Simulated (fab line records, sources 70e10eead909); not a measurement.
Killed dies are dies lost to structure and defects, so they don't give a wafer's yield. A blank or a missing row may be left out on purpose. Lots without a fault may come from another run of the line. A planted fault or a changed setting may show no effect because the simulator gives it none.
Chamber matching | flow nand_harc | NHARC_P_CONTACT_DEP_30 on pecvd-02: 3 sister chambers
The step deposits SiNx, target thk 30 nm. 14 wafers are shown with their chamber, then 7 later ones without.

WAFERS WITH THEIR CHAMBER
wafer  | chamber | heater_power_w (W)
L426.2 | 2       | 656
L426.4 | 0       | 581
L426.6 | 2       | 633
L425.1 | 2       | 679
L425.3 | 1       | 702
L425.6 | 2       | 666
L428.1 | 1       | 754
L428.3 | 0       | 662
L428.6 | 1       | 773
L429.1 | 1       | 733
L429.5 | 0       | 632
L429.6 | 1       | 742
L433.1 | 1       | 730
L433.2 | 2       | 703

SIGNATURES (means of the wafers above)
reading        | chamber 0 | chamber 1 | chamber 2 | scatter within a chamber
heater_power_w | 625.00    | 739.00    | 667.40    | 28.5
Rule: a wafer's distance from a chamber is the root of the sum, over the readings, of the square of ((its reading less the chamber's mean) divided by the reading's scatter). The wafer belongs to the nearest chamber; if the next one is less than 2 further off, it can't be placed. The scatter: the root of (the sum of the squares of (reading less its chamber's mean) over the shown wafers, divided by (wafers less chambers)).

WAFERS WITHOUT THEIR CHAMBER
wafer  | heater_power_w (W)
L433.6 | 730
L440.1 | 631
L440.3 | 675
L440.5 | 674
L443.1 | 611
L443.3 | 618
L443.5 | 625

WHICH CHAMBER EACH WENT THROUGH
wafer  | from the rows above          | in truth
L433.6 | can't be placed: 1 or 2      | 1
L440.1 | can't be placed: 0 or 2      | 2
L440.3 | can't be placed: 2 or 0 or 1 | 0
L440.5 | can't be placed: 2 or 0      | 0
L443.1 | can't be placed: 0 or 2      | 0
L443.3 | can't be placed: 0 or 2      | 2
L443.5 | can't be placed: 0 or 2      | 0
Placed correctly: 0 of 7. Can't be placed from these rows: 7 (the true chamber is among the candidates in 7). Placed wrongly: 0.
